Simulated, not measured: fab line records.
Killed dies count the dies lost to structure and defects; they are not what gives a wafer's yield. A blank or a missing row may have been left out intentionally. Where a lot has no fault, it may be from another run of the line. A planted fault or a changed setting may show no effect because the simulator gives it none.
Problem report in the 8D (eight disciplines) form, filled by code | flow nand harc | the parts of the form that need people (team, actions taken, sign-off) are left out

== 1. WHAT WENT WRONG ==
Mean of cd nm at NHARC_A_M1_CD_MEAS_09: 131.2 nm over 2 wafers from 1 lot, against 120.0 nm (standard deviation 0.59) on wafers with no fault. That is +19 standard deviations from the usual mean.
The step: target cd 120 nm.
First seen on wafer L687.1, day 31 09:33, on cd sem-01. The record has a number at this step for 35 wafers belonging to 12 lots. Rule for "out" (also "out of limits"): further than 4 standard deviations from the usual mean. The rest of the wafers with a number are treated as sound.

== 2. WHAT IT IS, AND WHAT IT ISN'T ==
question                    | is                     | is not
which readings at this step | cd nm                  | -
which lots                  | L687                   | L668, L669, L671, L674, L675, L676, L677, L678, L681, L682, L683
which wafers of those lots  | all that have a number | -
read on which gauges        | cd sem-01              | cd sem-02, cd sem-03
when                        | from day 31 09:33      | up to then (33 sound wafers)

== 3. THE SUSPECTS, EACH WITH WHAT RULES IT OUT ==
Counting: a tool stays on the suspect list if, at a process step up to the reading, it processed all lots that are out and no sound lot following the first of them.
- the gauge at NHARC_A_M1_CD_MEAS_09: kept. All the wafers that are out were read on cd sem-01, and no step on other tools shows them out.
- rie diel-04 at NHARC_A_M0_STRIP_18 (strips in N2/H2): kept. It ran the lot that is out, L687 (day 31 05:50), and no sound lot after that; its last sound lot up to then is L682 (day 28 17:14).
- pvd sputter-01 at NHARC_A_M0_PVD_21 (deposits Cu, target thk 30 nm, time 20.49 s): kept. It ran the lot that is out, L687 (day 31 07:20), and no sound lot after that; its last sound lot up to then is L682 (day 28 18:35). Because NHARC_A_M0_PVD_21 lacks a start for some lots, the hours and order of its lots are taken from NHARC_A_M0_ANNEAL_30.
- rtp anneal-02 at NHARC_A_M0_ANNEAL_30 (time 90 s): kept. It ran the lot that is out, L687 (day 31 07:20), and no sound lot after that; its last sound lot up to then is L683 (day 28 18:57).
- litho track-01 at NHARC_A_M1_PEB_07 (peb time 65 s): kept. It ran the lot that is out, L687 (day 31 09:28), and no sound lot after that; its last sound lot up to then is L683 (day 28 21:02).
Left after counting: rie diel-04 at NHARC_A_M0_STRIP_18, pvd sputter-01 at NHARC_A_M0_PVD_21, rtp anneal-02 at NHARC_A_M0_ANNEAL_30, litho track-01 at NHARC_A_M1_PEB_07, cd sem-01 at NHARC_A_M1_CD_MEAS_09.

== 4. THE CAUSE (what the simulator had put in) ==
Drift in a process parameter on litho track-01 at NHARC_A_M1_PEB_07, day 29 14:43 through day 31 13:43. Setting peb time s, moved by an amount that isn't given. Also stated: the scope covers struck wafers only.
Counting left 5 suspects, and this tool is among them.

== 5. THE CHAIN OF EFFECTS, in route order ==
Each row: a reading where the mean over the struck wafers with a number is more than 3 standard deviations away from the usual. Only readings for which the record gives a usual standard deviation are gone through. hours: the time from each lot's start at the first step in this table that gives one to its start at this step, as a median over the lots. sigmas: the change in usual standard deviations.
hours | step                  | reading | usual    | on struck wafers | change | sigmas
0     | NHARC_A_M1_CD_MEAS_09 | cd nm   | 120.0 nm | 131.2            | +11.2  | +19
Later measuring or inspecting steps at which every struck wafer that the step has a row for has a number for every such reading, and none has moved that far: NHARC_END_SORT_01.

== 6. HOW IT WOULD HAVE BEEN CAUGHT EARLIER ==
The first out-of-limits reading at a measuring or inspecting step in this record came at day 31 09:33, 43 hours after the fault's start at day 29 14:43.
By day 31 09:33 the whole set of lots that are out, 1 in number, had already begun NHARC_A_M1_PEB_07 on litho track-01. Tool hold at that time: it would have spared none of them.
